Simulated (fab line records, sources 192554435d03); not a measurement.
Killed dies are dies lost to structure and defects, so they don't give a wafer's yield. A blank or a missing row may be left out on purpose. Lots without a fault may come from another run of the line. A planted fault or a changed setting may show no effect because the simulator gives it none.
fab line records | flow n5_finfet
record lots=10 wafers=28 last_day=17
route steps=1938 shown HKMG_FIN@431 BEOL_M4@1111 PASSIVATION@1936
lots that met no fault: from a run of the same line without faults
start_h: hours from the record's first day to the start of the lot's first wafer shown | wait_h: hours since the lot's step before | " the same as in the row above | L1.1+2: a row that stands for several wafers | - no value, or no start given | * or withheld: withheld | < > ~ a bound
route shown NAME@n: a module of which the file shows steps, and the number in the route of the first | usual: mean/standard deviation of fault-free wafers | same: alike in all rows | chamber/n: place in a boat | sites: the reading at each site | _std_site: their standard deviation | _edge_site: outer sites' mean less inner sites' | radius_mm: how far each site lies from the wafer's centre | mask NAME#n: copy n | behind: the tool/chamber that last shaped the wafer | hold: why the lot was held/for how many hours/how that ended | device: the transistor (n, p or np) that didn't switch | end of line: the same wafers' tests at the end of the route | a step without rows: its recipe alone | killed: dies lost to structure and defects at the first sort, not the wafer's yield | map: a wafer's dies, x killed, . not, _ none there
set.NAME: the setting as run; set.NAME@STEP: as run at that earlier step | model.NAME: the simulator's own value behind a step, which no gauge read
steps of the route over a sample of lots; a table a step, a row a wafer
services: from which hour (start_h, from the record's first day; less than 0 if before it) a tool's chamber was out of use, for how many hours, and why
## steps
# step N5_HKMG_FIN_OVL_MEAS_13
# recipe points_per_wafer=44
# usual NWFM_OVL=-0.1/0.74
# same points_per_wafer=44
# columns lot.wafer tool chamber start_h wait_h NWFM_OVL[nm]
L333.2 overlay-02 0 77.99 0.0 0.0
L333.4 " 0 " " 0.8
L333.5 " 0 " " -0.4
L337.2 overlay-02 0 99.89 0.0 0.0
L337.3 " 0 " " 0.2
L337.4 " 0 " " 0.3
L339.3 overlay-02 0 113.97 0.0 0.0
L339.4 " 0 " " 0.0
L339.6 " 0 " " 0.2
L347.2 overlay-01 0 160.80 0.0 -0.4
L347.5 " 0 " " 0.1
L347.6 " 0 " " 0.6
L346.1 overlay-02 0 161.40 0.0 0.0
L346.2 " 0 " " 0.3
L346.4 " 0 " " -0.4
L348.1 overlay-01 0 173.70 0.0 -0.9
L348.4 " 0 " " 0.9
L348.6 " 0 " " 0.8
L350.2 overlay-02 0 184.02 0.0 0.8
L350.4 " 0 " " -0.2
L350.6 " 0 " " -0.5
L351.2 overlay-02 0 188.94 0.0 -0.1
L351.6 " 0 " " 0.7
L352.2 overlay-02 0 191.51 0.0 -1.4
L352.3 " 0 " " -1.0
L353.1 overlay-02 0 199.77 0.0 0.4
L353.5 " 0 " " 0.7
L353.6 " 0 " " -0.2
# step N5_HKMG_FIN_ETCH_31
# recipe chemistry=CF4 target=SiARC target_depth_a=455 mask_material=CAR-ArF time_s=75.8 ion_energy_ev=80 pressure_mtorr=40 source_w=545 bias_w=36 Ar_flow_sccm=100 cf4_flow_sccm=100 ends=cleared
# usual drypump_motor_current_A=5.5/0.37 etch_rf_on_time_s=76/3.1 oes_product_au=0.68/0.079 rf_vpp_V=184.0/1.3 showerhead_plenum_p_Torr=2.13/0.076 throttle_valve_pct=15.59/0.29
# columns lot.wafer tool chamber start_h wait_h drypump_motor_current_A etch_rf_on_time_s oes_product_au rf_hours_counter_h rf_vpp_V showerhead_plenum_p_Torr throttle_valve_pct
L333.2 rie_diel-05 0 78.08 0.0 4.9 74 0.63 164 182.0 2.06 15.79
L333.4 " 1 " " 5.6 80 0.71 36 184.5 2.10 15.28
L333.5 " 1 " " 5.6 80 0.71 - 183.6 2.10 15.30
L337.2 rie_diel-04 2 99.99 0.0 5.7 79 0.61 205 185.7 2.22 16.00
L337.3 " 0 " " 6.1 81 0.57 235 184.7 2.20 15.70
L337.4 " 1 " " 5.6 79 0.59 210 183.3 2.03 15.69
L339.3 rie_diel-01 3 114.06 0.0 6.0 78 0.61 180 185.5 2.21 15.68
L339.4 " 0 " " 6.0 78 0.81 14 183.7 2.11 15.35
L339.6 " 2 " " 5.4 73 0.75 - 184.1 2.17 15.41
L347.2 rie_diel-01 1 160.89 0.0 5.2 78 0.64 144 183.7 2.13 15.67
L347.5 " 1 " " 5.2 77 0.64 - 183.9 2.13 15.67
L347.6 " 2 " " 5.4 74 0.74 - 184.3 2.17 15.45
L346.1 rie_diel-04 1 161.50 0.0 5.6 78 0.58 233 182.2 2.03 15.75
L346.2 " 0 " " 6.0 77 0.83 0 186.2 2.19 15.24
L346.4 " 2 " " 5.7 79 0.59 - 184.6 2.21 16.03
L348.1 rie_diel-05 0 173.93 0.0 4.9 75 0.61 192 181.9 2.05 15.85
L348.4 " 2 " " 5.7 75 0.67 144 180.7 1.98 15.98
L348.6 " 3 " " 5.0 71 0.62 - 185.8 2.20 15.75
L350.2 rie_diel-01 2 184.12 0.0 5.4 73 0.73 71 185.0 2.17 15.45
L350.4 " 3 " " 6.0 77 0.60 206 186.4 2.20 15.73
L350.6 " 1 " " 5.2 77 0.64 - 183.2 2.13 15.68
L351.2 rie_diel-01 0 189.04 0.0 6.0 79 0.75 42 182.6 2.10 15.39
L351.6 " 2 " " 5.4 74 0.73 - 184.6 2.16 15.46
L352.2 rie_diel-05 3 191.61 0.0 5.0 72 0.61 225 184.0 2.20 15.77
L352.3 " 1 " " 5.6 81 0.66 76 182.8 2.08 15.35
L353.1 rie_diel-04 2 199.88 0.0 5.6 80 0.57 247 183.6 2.20 16.08
L353.5 " 2 " " 5.6 80 0.57 - 185.4 2.20 16.08
L353.6 " 3 " " 5.1 71 0.82 - 185.1 2.18 14.99
# step N5_HKMG_FIN_NWFM_ALD_20
# recipe material=TiAlC target_thk_a=20 temp_c=300 ald_precursor_family=TiCl4 ald_co_reactant=TEA pulse_time_s=3 purge_time_s=2 co_reactant_purge_time_s=2 co_reactant_pulse_time_s=10 ald_cycles=7 pressure_torr=3
# usual heater_power_w=500/85 precursor_pulse_height_rel=1.000/0.021
# columns lot.wafer tool chamber start_h wait_h heater_power_w precursor_pulse_height_rel
L333.2 ald_metal-01 3 80.00 0.3 396 1.039
L333.4 " 2 " " 484 0.975
L333.5 " 0 " " 413 1.001
L337.2 ald_metal-04 2 101.97 0.3 586 1.051
L337.3 " 1 " " 516 1.034
L337.4 " 3 " " 485 0.959
L339.3 ald_metal-01 1 115.98 0.1 645 1.009
L339.4 " 3 " " 393 0.990
L339.6 " 0 " " 414 0.994
L347.2 ald_metal-04 1 162.81 0.3 515 0.985
L347.5 " 3 " " 486 1.019
L347.6 " 2 " " 591 1.020
L346.1 ald_metal-03 2 163.52 0.3 441 1.023
L346.2 " 1 " " 470 1.010
L346.4 " 3 " " 472 0.977
L348.1 ald_metal-03 0 175.89 0.3 597 1.011
L348.4 " 2 " " 437 1.007
L348.6 " 0 " " 604 0.987
L350.2 ald_metal-01 1 186.14 0.3 651 0.985
L350.4 " 0 " " 420 0.988
L350.6 " 0 " " 414 0.980
L351.2 ald_metal-03 0 190.97 0.3 587 1.001
L351.6 " 0 " " 597 1.011
L352.2 ald_metal-01 0 193.53 0.3 417 0.995
L352.3 " 1 " " 677 1.025
L353.1 ald_metal-01 0 202.10 0.3 415 0.990
L353.5 " 1 " " 638 0.990
L353.6 " 2 " " 471 0.980
# step N5_HKMG_FIN_STRIP_69
# recipe chemistry=N2/H2 power_w=2500 temp_c=300 h2_frac=0.65 time_s=360 pressure_mtorr=withheld n2_flow_sccm=1750 h2_flow_sccm=3250
# usual drypump_motor_current_A=5.9/0.79 h2_flow_sccm=3248/9.3 heater_power_w=457/17 n2_flow_sccm=1750/6
# columns lot.wafer tool chamber start_h wait_h drypump_motor_current_A h2_flow_sccm heater_power_w n2_flow_sccm rf_hours_counter_h
L333.2 plasma_asher-01 0 80.88 0.1 5.4 3247 473 1754 84
L333.4 " 1 " " 6.5 3244 451 1741 -
L333.5 " 1 " " 6.6 3244 470 1756 -
L337.2 plasma_asher-02 1 102.81 0.1 4.8 3250 424 1748 44
L337.3 " 1 " " 4.8 3249 436 1748 -
L337.4 " 0 " " 6.7 3268 461 1758 -
L339.3 plasma_asher-02 1 116.90 0.2 4.8 3256 424 1744 -
L339.4 " 0 " " 6.7 3248 469 1752 -
L339.6 " 0 " " 6.7 3255 458 1758 -
L347.2 plasma_asher-02 1 163.64 0.1 - - - - -
L347.5 " 1 " " - - - - -
L347.6 " 0 " " - - - - -
L346.1 plasma_asher-01 0 164.36 0.1 - - - - -
L346.2 " 1 " " - - - - -
L346.4 " 1 " " - - - - -
L348.1 plasma_asher-01 1 176.70 0.1 6.6 3247 457 1749 100
L348.4 " 0 " " 5.4 3259 474 1749 -
L348.6 " 0 " " 5.4 3263 479 1755 -
L350.2 plasma_asher-01 0 187.13 0.1 5.4 3264 472 1752 103
L350.4 " 1 " " 6.6 3236 447 1753 -
L350.6 " 0 " " 5.4 3248 479 1758 -
L351.2 plasma_asher-02 0 191.77 0.1 6.7 3253 469 1747 63
L351.6 " 1 " " 4.8 3257 430 1747 -
L352.2 plasma_asher-01 1 194.33 0.1 6.6 3258 460 1759 105
L352.3 " 0 " " 5.4 3250 470 1741 -
L353.1 plasma_asher-02 0 202.99 0.1 6.7 3240 447 1751 65
L353.5 " 0 " " 6.7 3247 477 1747 -
L353.6 " 1 " " 4.8 3236 423 1752 -
# step N5_BEOL_M4_RC_MEAS_101
# usual DIBL_N=36.1/2 DIBL_P=36.3/2.4 IOFF_N=0.15/0.035 IOFF_P=0.21/0.039 ION_N=672/15 ION_P=463/9.7 SS_N=71.5/0.7 SS_P=73.2/0.75 VT_N=251/3.6 VT_P=-250/3.8
# columns lot.wafer tool chamber start_h wait_h DIBL_N[mV/V] DIBL_P[mV/V] IOFF_N[nA/um] IOFF_P[nA/um] ION_N[uA/um] ION_P[uA/um] SS_N[mV/dec] SS_P[mV/dec] VT_N[mV] VT_P[mV]
L333.2 prober-01 0 174.42 0.2 33.8 33.2 0.12 0.18 676 466 70.3 72.8 255 -252
L333.4 " 0 " " 35.8 36.5 0.14 0.22 670 468 71.2 73.4 252 -247
L333.5 " 0 " " 36.9 37.2 0.15 0.24 669 466 71.5 73.8 253 -248
L337.2 prober-01 0 196.05 0.2 34.1 36.1 0.14 0.20 670 461 71.1 72.7 248 -250
L337.3 " 0 " " 37.2 39.6 0.17 0.26 664 463 71.7 73.7 250 -250
L337.4 " 0 " " 35.7 36.1 0.15 0.19 660 458 72.0 72.8 251 -252
L339.3 prober-02 0 206.71 0.3 39.7 39.7 0.20 0.22 671 456 72.8 74.2 247 -252
L339.4 " 0 " " 37.9 38.4 0.16 0.20 676 462 72.7 73.3 250 -257
L339.6 " 0 " " 37.7 38.9 0.17 0.20 669 453 72.5 73.7 249 -253
L346.2 prober-01 0 252.57 0.2 37.1 37.9 0.18 0.26 684 473 71.4 73.8 249 -247
L348.1 prober-01 0 263.92 0.0 35.3 35.0 0.14 0.22 673 471 71.3 72.7 249 -248
L348.4 " 0 " " 39.3 39.7 0.23 0.30 675 467 72.1 73.5 247 -242
L348.6 " 0 " " 34.5 34.1 0.14 0.21 684 477 70.8 72.3 248 -248
L350.2 prober-02 0 279.34 0.2 37.7 37.9 0.17 0.25 685 477 72.1 73.7 249 -248
L350.4 " 0 " " 36.5 36.8 0.17 0.25 682 478 71.6 73.6 249 -247
L350.6 " 0 " " 33.0 32.1 0.10 0.16 655 458 70.3 71.6 259 -254
L351.2 prober-02 0 284.55 0.2 40.0 41.2 0.21 0.27 683 461 72.2 74.7 249 -249
L351.6 " 0 " " 42.3 42.9 0.26 0.31 692 468 73.1 75.0 243 -245
L352.2 prober-01 0 284.75 0.2 36.2 37.2 0.15 0.19 660 455 71.9 73.4 251 -253
L352.3 " 0 " " 37.4 38.7 0.18 0.21 691 469 71.7 73.3 248 -250
L353.1 prober-02 0 287.61 0.0 36.1 38.5 0.17 0.24 673 474 71.7 74.1 250 -250
L353.5 " 0 " " 34.5 35.5 0.14 0.20 666 462 72.0 73.4 250 -251
L353.6 " 0 " " 33.7 33.6 0.12 0.17 662 456 71.0 72.7 252 -255
# step N5_PASSIVATION_PROBE_49
# usual defect_limited_yield=91.1/1.6 killed_at_M0_to_M3=35/11 killed_at_M4_up=13/5.4 killed_at_contacts=13/6.5 killed_at_front_end=40/14 killed_at_other=4/3.1 killed_dies=105/18 killed_on_rim=14/4.1 killed_open=69/14 killed_short=34/7.3 sort_bin_5_function=5.2/0.96 sort_bin_6_memory=3.4/0.77 sort_n_pass=1075/19 sort_yield_pct=91.1/1.6
# same gross_dies=1180 killed_at_back_side=0 sort_bin_4_leakage[%]=0 sort_bin_8_speed[%]=0
# columns lot.wafer tool chamber start_h wait_h defect_limited_yield[%] killed_at_M0_to_M3 killed_at_M4_up killed_at_contacts killed_at_front_end killed_at_other killed_dies killed_on_rim killed_open killed_short sort_bin_5_function[%] sort_bin_6_memory[%] sort_n_pass sort_yield_pct[%]
L339.3 prober-02 - 314.05 0.1 90.8 35 14 17 39 3 108 12 72 36 5.3 3.6 1072 90.8
L339.4 prober-02 - 314.10 0.2 90.8 42 12 14 35 6 109 20 71 30 5.0 3.3 1071 90.8
L339.6 prober-02 - 314.20 0.3 91.1 31 9 26 38 1 105 7 74 30 5.7 3.1 1075 91.1
L347.2 prober-02 - 364.03 0.1 5.4 31 9 25 1046 5 1116 124 82 35 90.1 4.4 64 5.4
L347.5 prober-02 - 364.18 0.2 3.3 29 9 24 1074 5 1141 145 65 37 92.5 3.2 39 3.3
L347.6 prober-02 - 364.23 0.3 0 29 8 33 1108 2 1180 152 78 33 97.1 2.7 0 0
L346.1 prober-02 - 367.88 0.0 0 44 15 9 1104 8 1180 152 75 26 96.4 3.2 0 0
L346.2 prober-02 - 367.93 0.1 58.1 46 20 11 412 5 494 124 99 38 36.4 5.0 686 58.1
L346.4 prober-02 - 368.03 0.2 3.7 45 13 3 1070 5 1136 149 63 32 93.3 2.7 44 3.7
L348.1 prober-01 - 369.98 0.0 91.1 43 16 11 33 2 105 17 70 32 5.3 3.5 1075 91.1
L348.4 prober-01 - 370.13 0.2 89.9 52 13 14 34 6 119 16 75 42 5.9 3.6 1061 89.9
L348.6 prober-01 - 370.23 0.3 91.6 42 10 14 32 1 99 9 63 33 5.0 3.1 1081 91.6
L350.2 prober-02 - 381.19 0.1 89.7 57 10 10 43 2 122 17 75 42 6.4 3.5 1058 89.7
L350.4 prober-02 - 381.29 0.2 88.8 55 8 15 51 3 132 20 92 40 6.4 4.2 1048 88.8
L350.6 prober-02 - 381.39 0.3 88.2 54 10 19 56 0 139 12 94 41 7.5 3.6 1041 88.2
L351.2 prober-02 - 387.46 0.1 86.1 45 8 14 91 6 164 23 113 50 8.8 4.9 1016 86.1
L351.6 prober-02 - 387.66 0.3 87.5 40 14 11 78 5 148 22 106 32 7.5 4.2 1032 87.5
L353.1 prober-01 - 398.01 0.0 94.1 16 6 16 22 10 70 16 48 20 3.2 2.6 1110 94.1
L353.5 prober-01 - 398.21 0.2 89.7 52 12 9 46 3 122 17 90 30 6.9 3.3 1058 89.7
L353.6 prober-01 - 398.26 0.3 91.3 22 10 36 33 2 103 15 71 29 4.7 3.4 1077 91.3
L352.2 prober-02 - 398.51 0.1 91.1 45 13 13 32 2 105 11 75 30 5.3 3.1 1075 91.1
L352.3 prober-02 - 398.56 0.1 90.8 52 16 11 28 1 108 15 76 30 4.7 3.9 1072 90.8
# killed by level:class
L339.3 MOL_CONTACT_COAG:geometric_particle:open=13 STI_FIN_REVEAL:geometric_particle:open=12 BEOL_M2:geometric_particle:open=12 FIN_SAQP:geometric_particle:short=7 BEOL_M1:geometric_particle:open=5 BEOL_M5:geometric_particle:open=5 STI_FIN_REVEAL:geometric_particle:short=4 BEOL_M0_SAQP:geometric_particle:short=4
L339.4 BEOL_M2:geometric_particle:open=16 MOL_CONTACT_COAG:geometric_particle:open=10 STI_FIN_REVEAL:geometric_particle:open=7 BEOL_M0_SAQP:geometric_particle:open=7 HKMG_FIN:area_etch=7 BEOL_M0_SAQP:geometric_particle:short=5 MOL_CONTACT_COAG:geometric_particle:short=4 BEOL_M2:geometric_particle:short=4
L339.6 MOL_CONTACT_COAG:geometric_particle:open=21 BEOL_M2:geometric_particle:open=11 FIN_SAQP:geometric_particle:open=9 STI_FIN_REVEAL:geometric_particle:open=5 BEOL_M3:geometric_particle:open=5 MOL_CONTACT_COAG:geometric_particle:short=5 STARTING-WAFER:geometric_particle:short=5 GATE_CUT:geometric_particle:open=4
L347.2 HKMG_FIN:area_ald=998 FIN_SAQP:geometric_particle:open=18 MOL_CONTACT_COAG:geometric_particle:open=18 BEOL_M0_SAQP:geometric_particle:open=11 FIN_SAQP:geometric_particle:short=9 BEOL_M2:geometric_particle:open=9 MOL_CONTACT_COAG:geometric_particle:short=7 BEOL_M4:geometric_particle:open=4
L347.5 HKMG_FIN:area_ald=1033 MOL_CONTACT_COAG:geometric_particle:open=19 BEOL_M0_SAQP:geometric_particle:short=10 FIN_SAQP:geometric_particle:short=9 STI_FIN_REVEAL:geometric_particle:open=8 BEOL_M3:geometric_particle:open=8 BEOL_M4:geometric_particle:open=6 HKMG_FIN:area_etch=6
L347.6 HKMG_FIN:area_ald=1069 MOL_CONTACT_COAG:geometric_particle:open=30 FIN_SAQP:geometric_particle:short=9 BEOL_M0_SAQP:geometric_particle:open=7 GATE_CUT:geometric_particle:open=6 FIN_SAQP:geometric_particle:open=5 BEOL_M2:geometric_particle:open=5 STI_FIN_REVEAL:geometric_particle:open=4
L346.1 HKMG_FIN:area_ald=1075 BEOL_M1:geometric_particle:open=14 BEOL_M0_SAQP:geometric_particle:open=11 BEOL_M2:geometric_particle:open=8 MOL_CONTACT_COAG:geometric_particle:open=7 BEOL_M4:geometric_particle:open=7 STI_FIN_REVEAL:geometric_particle:open=5 BEOL_M0_SAQP:geometric_particle:short=5
L346.2 HKMG_FIN:area_ald=351 FIN_SAQP:geometric_particle:open=21 BEOL_M2:geometric_particle:open=14 FIN_SAQP:geometric_particle:short=9 MOL_CONTACT_COAG:geometric_particle:open=9 STI_FIN_REVEAL:geometric_particle:open=8 DUMMY_GATE:geometric_particle:open=8 BEOL_M0_SAQP:geometric_particle:open=8
L346.4 HKMG_FIN:area_ald=1040 BEOL_M0_SAQP:geometric_particle:open=12 BEOL_M1:geometric_particle:open=11 BEOL_M0_SAQP:geometric_particle:short=8 STI_FIN_REVEAL:geometric_particle:open=7 FIN_SAQP:geometric_particle:open=6 GATE_CUT:geometric_particle:short=6 BEOL_M2:geometric_particle:open=6
L348.1 BEOL_M0_SAQP:geometric_particle:open=15 BEOL_M1:geometric_particle:open=10 BEOL_M5:geometric_particle:open=8 FIN_SAQP:geometric_particle:short=7 MOL_CONTACT_COAG:geometric_particle:open=7 FIN_SAQP:geometric_particle:open=6 BEOL_M0_SAQP:geometric_particle:short=6 BEOL_M3:geometric_particle:open=6
L348.4 BEOL_M0_SAQP:geometric_particle:open=14 MOL_CONTACT_COAG:geometric_particle:open=12 BEOL_M0_SAQP:geometric_particle:short=12 BEOL_M2:geometric_particle:open=11 FIN_SAQP:geometric_particle:short=10 BEOL_M3:geometric_particle:open=8 FIN_SAQP:geometric_particle:open=6 GATE_CUT:geometric_particle:short=5
L348.6 BEOL_M0_SAQP:geometric_particle:short=12 MOL_CONTACT_COAG:geometric_particle:open=11 BEOL_M0_SAQP:geometric_particle:open=10 STI_FIN_REVEAL:geometric_particle:open=8 BEOL_M1:geometric_particle:open=6 BEOL_M3:geometric_particle:open=5 BEOL_M4:geometric_particle:open=5 FIN_SAQP:geometric_particle:short=4
L350.2 BEOL_M0_SAQP:geometric_particle:open=14 FIN_SAQP:geometric_particle:open=13 BEOL_M1:geometric_particle:open=11 BEOL_M3:geometric_particle:open=9 BEOL_M0_SAQP:geometric_particle:short=8 MOL_CONTACT_COAG:geometric_particle:open=7 FIN_SAQP:geometric_particle:short=6 BEOL_M1:geometric_particle:short=6
L350.4 STI_FIN_REVEAL:geometric_particle:open=22 BEOL_M3:geometric_particle:open=15 MOL_CONTACT_COAG:geometric_particle:open=14 BEOL_M1:geometric_particle:open=11 BEOL_M0_SAQP:geometric_particle:open=9 BEOL_M0_SAQP:geometric_particle:short=9 FIN_SAQP:geometric_particle:short=6 DUMMY_GATE:geometric_particle:open=5
L350.6 STI_FIN_REVEAL:geometric_particle:open=25 MOL_CONTACT_COAG:geometric_particle:open=17 BEOL_M0_SAQP:geometric_particle:open=10 BEOL_M1:geometric_particle:short=10 BEOL_M1:geometric_particle:open=10 BEOL_M0_SAQP:geometric_particle:short=8 FIN_SAQP:geometric_particle:open=7 FIN_SAQP:geometric_particle:short=6
L351.2 FIN_SAQP:geometric_particle:open=23 STI_FIN_REVEAL:geometric_particle:open=23 BEOL_M3:geometric_particle:open=18 FIN_SAQP:geometric_particle:short=15 MOL_CONTACT_COAG:geometric_particle:open=11 BEOL_M2:geometric_particle:open=11 STI_FIN_REVEAL:geometric_particle:short=7 GATE_CUT:geometric_particle:short=6
L351.6 FIN_SAQP:geometric_particle:open=26 STI_FIN_REVEAL:geometric_particle:open=15 BEOL_M2:geometric_particle:open=14 BEOL_M4:geometric_particle:open=10 MOL_CONTACT_COAG:geometric_particle:open=9 FIN_SAQP:geometric_particle:short=8 BEOL_M1:geometric_particle:open=8 BEOL_M3:geometric_particle:open=8
L353.1 MOL_CONTACT_COAG:geometric_particle:open=15 BEOL_M3:geometric_particle:open=6 PASS1_CAP:geometric_particle:open=6 STARTING-WAFER:geometric_particle:open=5 FIN_SAQP:geometric_particle:short=3 DUMMY_GATE:geometric_particle:open=3 BEOL_M0_SAQP:geometric_particle:short=3 STARTING-WAFER:geometric_particle:short=3
L353.5 BEOL_M3:geometric_particle:open=17 FIN_SAQP:geometric_particle:open=16 BEOL_M2:geometric_particle:open=11 FIN_SAQP:geometric_particle:short=9 BEOL_M0_SAQP:geometric_particle:open=9 MOL_CONTACT_COAG:geometric_particle:open=8 BEOL_M0_SAQP:geometric_particle:short=5 ILD0:geometric_particle:short=4
L353.6 MOL_CONTACT_COAG:geometric_particle:open=29 STI_FIN_REVEAL:geometric_particle:open=7 MOL_CONTACT_COAG:geometric_particle:short=7 BEOL_M2:geometric_particle:open=7 FIN_SAQP:geometric_particle:short=5 BEOL_M0_SAQP:geometric_particle:short=4 BEOL_M0_SAQP:geometric_particle:open=4 STARTING-WAFER:geometric_particle:open=4
L352.2 MOL_CONTACT_COAG:geometric_particle:open=10 BEOL_M0_SAQP:geometric_particle:short=10 BEOL_M3:geometric_particle:open=9 BEOL_M0_SAQP:geometric_particle:open=8 BEOL_M2:geometric_particle:open=8 STI_FIN_REVEAL:geometric_particle:open=7 FIN_SAQP:geometric_particle:open=6 BEOL_M1:geometric_particle:open=6
L352.3 BEOL_M0_SAQP:geometric_particle:open=16 BEOL_M0_SAQP:geometric_particle:short=13 MOL_CONTACT_COAG:geometric_particle:open=11 BEOL_M3:geometric_particle:open=8 BEOL_M4:geometric_particle:open=8 FIN_SAQP:geometric_particle:open=7 BEOL_M1:geometric_particle:open=6 FIN_SAQP:geometric_particle:short=5
## services
# columns tool chamber start_h hours kind
plasma_asher-01 - 56.34 2.8 pm
rie_diel-04 - 64.98 1.1 repair
rie_diel-01 1 81.27 3.3 repair
rie_diel-04 - 81.92 2.8 pm
rie_diel-04 0 146.67 - clean
rie_diel-04 0 146.67 - consumable_replace:focus_ring
rie_diel-04 0 146.67 13.9 scheduled_down
rie_diel-04 0 146.67 13.9 vent_cycle
rie_diel-05 0 148.21 4.6 repair
rie_diel-04 3 160.57 - clean
rie_diel-04 3 160.57 - consumable_replace:focus_ring
rie_diel-04 3 160.57 28.2 scheduled_down
rie_diel-04 3 160.57 28.2 vent_cycle
plasma_asher-01 - 195.21 4.3 pm
rie_diel-01 3 195.47 16.5 repair
rie_diel-04 1 196.86 - clean
rie_diel-04 1 196.86 - consumable_replace:focus_ring
rie_diel-04 1 196.86 - consumable_replace:showerhead
rie_diel-04 1 196.86 14.6 scheduled_down
rie_diel-04 1 196.86 14.6 vent_cycle
rie_diel-04 0 199.60 4.3 repair
## key
first_sign step=N5_HKMG_FIN_STRIP_69 reading=tool_record direction=missing
effect step=N5_PASSIVATION_PROBE_49 reading=sort_bin_5_function direction=up sigmas=82 usual=5.2 struck=84.3
more_kills_born_at N5_HKMG_FIN_ALD_21@ald_metal-01=3100 N5_HKMG_FIN_ALD_21@ald_metal-03=2466
met_at N5_HKMG_FIN_STRIP_69
struck_lots L346,L347
later_rows_left_out L346.1,L346.4,L347.2,L347.5,L347.6
not_acting_at N5_HKMG_FIN_OVL_MEAS_13,N5_HKMG_FIN_ETCH_31,N5_HKMG_FIN_NWFM_ALD_20
onset_between 116.90 163.64
fault kind=skipped_step_whole tool=plasma_asher-01,plasma_asher-02 chamber=- onset_h=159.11 steps=N5_HKMG_FIN_STRIP_69 scope=struck_lots_only
# later_rows_left_out: the simulator's readings of these wafers behind a module that went badly wrong aren't trusted and aren't shown, but for the sort
